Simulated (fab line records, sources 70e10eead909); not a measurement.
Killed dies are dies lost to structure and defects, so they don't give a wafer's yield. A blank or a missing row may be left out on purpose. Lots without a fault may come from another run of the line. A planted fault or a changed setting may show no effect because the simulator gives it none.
fab line records | flow nand_harc | part 1 of 2: steps 1 to 4 of 6
record lots=20 wafers=60 last_day=33
route steps=1302 shown A_CHANNEL_HOLE_D2@596 A_CHANNEL_FILL_D2@615 A_STAIRCASE@670
lots that met no fault: from a run of the same line without faults
start_h: hours from the record's first day to the start of the lot's first wafer shown | wait_h: hours since the lot's step before | " the same as in the row above | L1.1+2: a row that stands for several wafers | - no value, or no start given | * or withheld: withheld | < > ~ a bound
route shown NAME@n: a module of which the file shows steps, and the number in the route of the first | usual: mean/standard deviation of fault-free wafers | same: alike in all rows | chamber/n: place in a boat | sites: the reading at each site | _std_site: their standard deviation | _edge_site: outer sites' mean less inner sites' | radius_mm: how far each site lies from the wafer's centre | mask NAME#n: copy n | behind: the tool/chamber that last shaped the wafer | hold: why the lot was held/for how many hours/how that ended | device: the transistor (n, p or np) that didn't switch | end of line: the same wafers' tests at the end of the route | a step without rows: its recipe alone | killed: dies lost to structure and defects at the first sort, not the wafer's yield | map: a wafer's dies, x killed, . not, _ none there
set.NAME: the setting as run; set.NAME@STEP: as run at that earlier step | model.NAME: the simulator's own value behind a step, which no gauge read
steps of the route over a sample of lots; a table a step, a row a wafer
services: from which hour (start_h, from the record's first day; less than 0 if before it) a tool's chamber was out of use, for how many hours, and why
## steps
# step NHARC_A_CHANNEL_HOLE_D2_ETCH_24
# recipe bias_v=5000 source_w=withheld pressure_mtorr=20 time_s=906.2 ar_flow_sccm=375 c4f8_flow_sccm=93.8 o2_flow_sccm=31.2 temp_c=-20 target_depth_a=15000 chemistry=C4F8/O2/Ar
# usual drypump_motor_current_A=6.0/0.63 mfc_ar_sccm=374.8/1.2 o2_flow_sccm=31.20/0.092 showerhead_plenum_p_Torr=3.68/0.098 temp_c=-19.99/0.11 throttle_valve_pct=32.236/0.0093
# columns lot.wafer tool chamber start_h wait_h drypump_motor_current_A mfc_ar_sccm o2_flow_sccm rf_hours_counter_h showerhead_plenum_p_Torr temp_c throttle_valve_pct
L074.1 har_etch-01 0 301.09 0.6 6.2 375.2 31.43 166 3.68 -19.97 32.242
L074.5 " 0 " " 6.2 375.1 31.26 - 3.68 -19.97 32.237
L074.6 " 1 " " 6.7 373.9 31.21 - 3.68 -19.97 32.219
L075.2 har_etch-02 1 307.26 0.6 5.0 376.0 31.11 355 3.59 -19.92 32.241
L075.3 " 1 " " 5.0 375.7 31.14 - 3.59 -19.83 32.234
L075.6 " 0 " " 6.3 374.8 31.34 - 3.73 -20.04 32.228
L078.1 har_etch-02 0 322.89 0.6 6.3 375.0 31.20 351 3.73 -20.13 32.245
L078.4 " 1 " " 5.0 374.1 31.13 - 3.59 -19.96 32.238
L078.5 " 0 " " 6.3 375.0 31.14 - 3.73 -19.83 32.240
L076.2 har_etch-01 0 323.06 0.6 6.2 376.4 31.23 174 3.68 -19.87 32.248
L076.4 " 1 " " 6.7 375.5 31.28 - 3.68 -19.90 32.234
L076.6 " 0 " " 6.2 376.0 31.18 - 3.68 -19.65 32.251
L077.1 har_etch-02 0 334.90 0.6 6.3 374.8 31.17 362 3.73 -19.97 32.250
L077.6 " 0 " " 6.3 375.2 31.19 - 3.73 -20.11 32.220
L077.5 " 1 " " 5.0 374.6 31.15 - 3.58 -20.19 32.231
L079.1 har_etch-01 1 340.47 0.6 6.6 375.5 31.16 189 3.67 -20.06 32.231
L079.3 " 1 " " 6.7 375.8 31.22 - 3.67 -20.04 32.229
L079.6 " 1 " " 6.7 376.9 31.14 - 3.67 -19.97 32.249
L082.1 har_etch-02 0 365.36 0.6 6.3 372.9 31.27 381 3.71 -20.00 32.233
L082.2 " 1 " " 5.0 373.7 31.22 389 3.57 -19.99 32.214
L082.3 " 0 " " 6.3 373.9 31.37 - 3.71 -19.91 32.227
L083.4 har_etch-02 0 382.22 0.6 6.3 373.7 31.07 - 3.71 -19.90 32.229
L083.3 " 1 " " 5.0 374.7 31.13 - 3.56 -20.09 32.236
L083.5 " 1 " " 5.0 374.9 31.20 - 3.56 -20.05 32.235
L084.2 har_etch-02 1 404.03 0.6 5.0 374.9 31.12 2 3.93 -20.09 32.240
L084.3 " 0 " " 6.3 374.4 31.21 - 3.71 -19.86 32.229
L084.6 " 0 " " 6.3 373.4 31.15 - 3.71 -20.02 32.246
L085.1 har_etch-01 0 404.64 0.6 6.2 374.5 31.10 228 3.65 -20.04 32.234
L085.4 " 1 " " 6.6 374.3 31.18 - 3.65 -20.16 32.234
L085.6 " 0 " " 6.2 374.4 31.15 - 3.65 -19.99 32.245
L088.1 har_etch-02 0 439.04 0.6 6.3 374.8 31.30 21 3.70 -19.84 32.234
L088.6 " 0 " " 6.3 376.1 31.11 - 3.70 -20.00 32.223
L088.5 " 1 " " 5.0 374.9 31.34 - 3.92 -20.04 32.240
L089.3 har_etch-01 0 440.35 0.6 6.2 375.9 31.28 - 3.64 -19.98 32.239
L089.4 " 1 " " 6.7 372.8 31.34 - 3.64 -19.92 32.216
L089.5 " 1 " " 6.7 373.1 31.34 - 3.64 -19.88 32.216
L087.2 har_etch-02 0 443.18 0.6 6.3 375.4 31.13 25 3.69 -19.98 32.235
L087.4 " 0 " " 6.3 375.1 31.23 - 3.69 -19.96 32.242
L087.5 " 0 " " 6.3 375.0 31.07 - 3.69 -19.95 32.237
L090.1 har_etch-01 0 449.12 0.6 6.2 373.7 31.22 254 3.64 -20.07 32.237
L090.5 " 0 " " 6.2 374.9 31.27 - 3.64 -20.12 32.249
L090.6 " 1 " " 6.7 373.5 31.13 - 3.64 -19.96 32.239
L091.1 har_etch-02 0 471.81 0.6 6.3 374.8 31.05 40 3.69 -20.06 32.247
L091.3 " 0 " " 6.3 375.0 31.20 - 3.69 -20.20 32.229
L091.4 " 1 " " 5.0 374.8 31.23 - 3.91 -19.85 32.231
L093.2 har_etch-01 0 476.97 0.6 6.2 376.1 31.26 270 3.63 -20.15 32.233
L093.4 " 1 " " 6.7 375.0 31.27 - 3.63 -19.94 32.236
L093.3 " 0 " " 6.2 376.3 31.29 - 3.63 -20.04 32.237
L094.3 har_etch-01 1 502.62 0.6 6.7 375.6 31.30 - 3.62 -20.17 32.236
L094.5 " 0 " " 6.2 376.3 31.07 - 3.62 -20.12 32.225
L094.6 " 1 " " 6.6 374.4 31.07 - 3.62 -20.20 32.238
L095.1 har_etch-01 0 508.11 0.6 6.1 377.3 31.14 289 3.62 -20.08 32.242
L095.3 " 1 " " 6.6 374.7 31.32 - 3.62 -19.88 32.244
L095.4 " 0 " " 6.1 376.4 31.15 - 3.62 -20.05 32.231
L096.4 har_etch-02 0 510.19 0.6 6.3 372.3 31.15 - 3.67 -19.95 32.247
L096.5 " 0 " " 6.3 375.0 31.32 - 3.67 -19.90 32.237
L096.6 " 1 " " 5.0 375.5 31.13 - 3.89 -19.88 32.248
L097.1 har_etch-01 0 529.37 0.6 6.1 375.9 31.30 300 3.61 -20.00 32.231
L097.4 " 1 " " 6.6 373.5 31.13 - 3.61 -19.88 32.242
L097.6 " 1 " " 6.6 373.3 31.14 - 3.61 -19.80 32.228
# step NHARC_A_CHANNEL_HOLE_D2_ETCH_27
# recipe bias_v=400 source_w=2000 pressure_mtorr=25 time_s=90 ar_flow_sccm=375 c4f8_flow_sccm=41.7 o2_flow_sccm=83.3 temp_c=-20 target_depth_a=4000 chemistry=C4F8/O2/Ar
# usual drypump_motor_current_A=6.0/0.64 mfc_ar_sccm=375.0/1 o2_flow_sccm=83.30/0.23 showerhead_plenum_p_Torr=3.73/0.1 temp_c=-19.98/0.097 throttle_valve_pct=27.621/0.0091
# columns lot.wafer tool chamber start_h wait_h drypump_motor_current_A mfc_ar_sccm o2_flow_sccm rf_hours_counter_h showerhead_plenum_p_Torr temp_c throttle_valve_pct
L074.1 har_etch-01 0 302.94 0.2 6.2 373.8 83.21 168 3.73 -20.12 27.604
L074.5 " 0 " " 6.2 376.4 83.22 - 3.73 -19.97 27.625
L074.6 " 1 " " 6.6 373.8 83.22 - 3.73 -19.89 27.630
L075.2 har_etch-02 1 309.13 0.2 5.0 375.7 83.40 356 3.63 -19.99 27.626
L075.3 " 1 " " 5.0 375.5 83.23 - 3.63 -20.14 27.624
L075.6 " 0 " " 6.3 373.6 83.21 - 3.78 -19.89 27.618
L078.1 har_etch-02 0 324.63 0.2 6.3 376.0 83.46 352 3.78 -19.87 27.615
L078.4 " 1 " " 5.0 376.1 83.44 - 3.63 -19.79 27.627
L078.5 " 0 " " 6.3 375.8 83.57 - 3.78 -19.87 27.609
L076.2 har_etch-01 0 324.80 0.2 6.1 375.5 83.33 176 3.72 -19.93 27.628
L076.4 " 1 " " 6.7 376.1 83.32 - 3.72 -19.96 27.625
L076.6 " 0 " " 6.1 374.6 83.29 - 3.72 -19.86 27.621
L077.1 har_etch-02 0 336.74 0.2 6.3 374.6 83.80 364 3.77 -19.99 27.622
L077.6 " 0 " " 6.3 374.8 83.78 - 3.77 -19.82 27.624
L077.5 " 1 " " 5.0 376.1 83.23 - 3.62 -20.06 27.608
L079.1 har_etch-01 1 342.21 0.2 6.7 376.4 83.07 191 3.71 -20.05 27.616
L079.3 " 1 " " 6.7 376.6 83.45 - 3.71 -20.10 27.613
L079.6 " 1 " " 6.7 376.1 83.09 - 3.71 -20.08 27.625
L082.1 har_etch-02 0 367.20 0.2 6.3 375.9 83.57 383 3.76 -20.01 27.626
L082.2 " 1 " " 5.0 375.3 82.92 391 3.61 -19.96 27.623
L082.3 " 0 " " 6.3 374.7 83.50 - 3.76 -19.95 27.610
L083.4 har_etch-02 0 383.90 0.2 6.3 375.6 83.23 - 3.75 -19.93 27.628
L083.3 " 1 " " 5.0 374.7 82.90 - 3.60 -20.05 27.618
L083.5 " 1 " " 5.0 376.1 83.03 - 3.60 -20.22 27.600
L084.2 har_etch-02 1 405.87 0.2 5.0 374.8 82.98 4 3.98 -20.14 27.633
L084.3 " 0 " " 6.3 375.2 83.29 - 3.75 -19.91 27.613
L084.6 " 0 " " 6.3 374.9 83.18 - 3.75 -19.87 27.624
L085.1 har_etch-01 0 406.40 0.2 6.1 373.6 83.70 229 3.69 -19.88 27.618
L085.4 " 1 " " 6.6 373.2 83.05 - 3.69 -19.99 27.641
L085.6 " 0 " " 6.1 374.1 83.47 - 3.69 -20.02 27.630
L088.1 har_etch-02 0 440.87 0.2 6.3 374.8 83.11 23 3.74 -20.14 27.616
L088.6 " 0 " " 6.3 376.3 83.18 - 3.74 -20.04 27.635
L088.5 " 1 " " 5.0 374.6 83.29 - 3.97 -19.88 27.628
L089.3 har_etch-01 0 441.99 0.2 6.2 374.8 83.24 - 3.68 -19.92 27.620
L089.4 " 1 " " 6.7 374.8 83.62 - 3.68 -20.04 27.627
L089.5 " 1 " " 6.6 375.3 83.02 - 3.68 -20.00 27.618
L087.2 har_etch-02 0 445.03 0.2 6.3 373.6 82.91 27 3.74 -19.91 27.633
L087.4 " 0 " " 6.3 374.2 82.96 - 3.74 -20.02 27.631
L087.5 " 0 " " 6.3 373.8 83.18 - 3.74 -19.96 27.626
L090.1 har_etch-01 0 450.97 0.2 6.1 373.8 82.93 256 3.68 -19.87 27.611
L090.5 " 0 " " 6.1 373.8 82.82 - 3.68 -19.95 27.628
L090.6 " 1 " " 6.7 375.4 83.69 - 3.68 -19.89 27.622
L091.1 har_etch-02 0 473.67 0.2 6.3 376.1 83.37 42 3.73 -20.03 27.627
L091.3 " 0 " " 6.3 375.4 83.51 - 3.73 -19.94 27.615
L091.4 " 1 " " 5.0 376.7 83.53 - 3.96 -20.07 27.627
L093.2 har_etch-01 0 478.72 0.2 6.1 374.8 83.14 271 3.67 -19.79 27.629
L093.4 " 1 " " 6.7 376.1 83.50 - 3.67 -19.88 27.607
L093.3 " 0 " " 6.2 374.1 82.97 - 3.67 -19.88 27.625
L094.3 har_etch-01 1 504.17 0.2 6.6 374.9 83.16 - 3.66 -20.12 27.614
L094.5 " 0 " " 6.1 374.5 83.46 - 3.66 -20.07 27.638
L094.6 " 1 " " 6.7 373.8 83.15 - 3.66 -20.08 27.619
L095.1 har_etch-01 0 509.89 0.2 6.2 374.5 83.40 290 3.66 -20.04 27.612
L095.3 " 1 " " 6.7 374.9 83.32 - 3.66 -19.94 27.615
L095.4 " 0 " " 6.1 374.4 83.64 - 3.66 -20.00 27.622
L096.4 har_etch-02 0 511.84 0.2 6.3 376.3 83.02 - 3.71 -19.98 27.629
L096.5 " 0 " " 6.3 375.1 83.39 - 3.71 -19.89 27.613
L096.6 " 1 " " 5.0 375.3 83.03 - 3.94 -19.98 27.620
L097.1 har_etch-01 0 531.12 0.2 6.2 374.7 83.26 302 3.65 -19.99 27.620
L097.4 " 1 " " 6.6 374.9 83.39 - 3.65 -19.94 27.624
L097.6 " 1 " " 6.7 374.5 83.33 - 3.65 -20.03 27.626
# step NHARC_A_CHANNEL_FILL_D2_ALD_15
# recipe target_thk_a=20 pulse_time_s=60 ald_cycles=19 temp_c=630 pressure_torr=2 material=SiNx
# usual precursor_pulse_height_rel=1.001/0.019
# columns lot.wafer tool chamber start_h wait_h precursor_pulse_height_rel
L074.1 ald_sin_batch-03 0 - - 0.965
L074.5 " 0 " " 1.010
L074.6 " 0 " " 1.017
L075.2 ald_sin_batch-02 0 - - 0.987
L075.3 " 0 " " 1.013
L075.6 " 0 " " 1.014
L076.2 ald_sin_batch-02 0 - - 1.018
L076.4 " 0 " " 1.002
L076.6 " 0 " " 1.034
L078.1 ald_sin_batch-02 0 - - 0.983
L078.4 " 0 " " 0.988
L078.5 " 0 " " 1.035
L077.1 ald_sin_batch-03 0 - - 1.044
L077.5 " 0 " " 0.992
L077.6 " 0 " " 1.036
L079.1 ald_sin_batch-03 0 - - 1.005
L079.3 " 0 " " 0.982
L079.6 " 0 " " 1.023
L082.1 ald_sin_batch-01 0 - - 0.952
L082.2 " 0 " " 0.986
L082.3 " 0 " " 1.006
L083.3 ald_sin_batch-02 0 - - 1.002
L083.4 " 0 " " 1.013
L083.5 " 0 " " 0.991
L084.2 ald_sin_batch-03 0 - - 0.994
L084.3 " 0 " " 1.014
L084.6 " 0 " " 1.007
L085.1 ald_sin_batch-03 0 - - 1.008
L085.4 " 0 " " 1.005
L085.6 " 0 " " 1.018
L088.1 ald_sin_batch-03 0 - - 0.975
L088.5 " 0 " " 1.030
L088.6 " 0 " " 0.981
L089.3 ald_sin_batch-03 0 - - 0.967
L089.4 " 0 " " 1.011
L089.5 " 0 " " 1.013
L087.2 ald_sin_batch-03 0 458.95 3.2 0.983
L087.4 " 0 " " 1.002
L087.5 " 0 " " 1.019
L090.1 ald_sin_batch-01 0 - - 0.997
L090.5 " 0 " " 1.026
L090.6 " 0 " " 1.003
L091.1 ald_sin_batch-03 0 - - 1.027
L091.3 " 0 " " 1.032
L091.4 " 0 " " 1.000
L093.2 ald_sin_batch-03 0 - - 1.028
L093.3 " 0 " " 1.005
L093.4 " 0 " " 0.995
L094.3 ald_sin_batch-02 0 - - 0.999
L094.5 " 0 " " 0.985
L094.6 " 0 " " 1.006
L095.1 ald_sin_batch-02 0 - - 1.006
L095.3 " 0 " " 1.012
L095.4 " 0 " " 1.016
L096.4 ald_sin_batch-02 0 - - 1.013
L096.5 " 0 " " 1.007
L096.6 " 0 " " 0.965
L097.1 ald_sin_batch-02 0 - - 0.983
L097.4 " 0 " " 1.031
L097.6 " 0 " " 1.017
# step NHARC_A_CHANNEL_FILL_D2_ETCHBACK_20
# recipe target_depth_a=270 time_s=13.5 c4f8_flow_sccm=withheld o2_flow_sccm=8 ar_flow_sccm=withheld rf_w=600 bias_w=1500 chemistry=C4F8/O2/Ar
# usual oes_product_au=0.989/0.019 rf_vpp_V=981/4.9
# columns lot.wafer tool chamber start_h wait_h oes_product_au rf_hours_counter_h rf_vpp_V
L074.1 rie_diel-03 3 328.67 - 0.993 1 982
L074.6 " 3 " " 0.987 - 982
L074.5 " 0 " " 0.998 - 987
L075.2 rie_diel-03 3 335.64 - 0.998 1 983
L075.3 " 0 " " 0.993 1 989
L075.6 " 2 " " 0.996 - 986
L078.1 rie_diel-07 3 350.70 - 0.989 1 976
L078.4 " 0 " " 0.996 1 985
L078.5 " 1 " " 0.996 - 988
L076.4 rie_diel-03 2 350.70 - 0.991 1 985
L076.2 " 3 " " 0.995 1 982
L076.6 " 1 " " 0.995 - 980
L077.1 rie_diel-03 3 362.88 - 1.019 1 982
L077.5 " 0 " " 1.009 - 987
L077.6 " 1 " " 0.999 - 980
L079.1 rie_diel-13 0 370.98 - 1.011 3 979
L079.3 " 1 " " 0.982 3 976
L079.6 " 3 " " 1.001 - 987
L082.1 rie_diel-07 0 395.42 - 0.990 3 985
L082.3 " 1 " " 0.995 3 987
L082.2 " 2 " " 0.980 3 975
L083.4 rie_diel-03 3 411.34 - 0.994 2 981
L083.3 " 0 " " 0.988 3 988
L083.5 " 3 " " 1.003 - 983
L084.2 rie_diel-03 3 432.02 - 1.007 3 982
L084.3 " 2 " " 0.993 4 986
L084.6 " 0 " " 1.003 - 988
L085.1 rie_diel-13 0 432.02 - 0.992 15 978
L085.4 " 3 " " 0.994 14 986
L085.6 " 0 " " 1.003 - 977
L089.3 rie_diel-07 3 467.02 - 0.987 4 976
L089.4 " 1 " " 0.993 5 989
L089.5 " 3 " " 0.992 - 975
L088.1 rie_diel-13 0 467.02 - 1.002 21 977
L088.5 " 3 " " 0.994 - 986
L088.6 " 0 " " 0.991 - 975
L090.1 rie_diel-13 0 474.26 - 0.996 22 979
L090.6 " 0 " " 1.000 - 977
L090.5 " 1 " " 1.001 - 978
L087.4 rie_diel-03 3 474.27 - 0.996 0 982
L087.2 " 1 " " 1.001 0 979
L087.5 " 3 " " 1.004 - 982
L091.1 rie_diel-03 1 502.83 - 0.980 1 980
L091.3 " 3 " " 0.989 1 981
L091.4 " 2 " " 0.982 - 985
L093.4 rie_diel-03 1 509.55 - 0.992 1 979
L093.3 " 2 " " 0.995 1 985
L093.2 " 0 " " 0.981 1 988
L094.3 rie_diel-07 2 531.84 - 0.935 1 974
L094.6 " 3 " " 0.919 - 976
L094.5 " 0 " " 0.928 - 986
L095.3 rie_diel-03 1 536.35 - 1.007 3 979
L095.1 " 2 " " 1.008 2 986
L095.4 " 3 " " 0.999 2 981
L096.4 rie_diel-07 1 536.36 - 0.967 1 988
L096.5 " 0 " " 0.968 - 985
L096.6 " 1 " " 0.976 - 989
L097.4 rie_diel-13 0 557.20 - 0.952 7 976
L097.1 " 2 " " 0.949 6 974
L097.6 " 0 " " 0.960 - 977
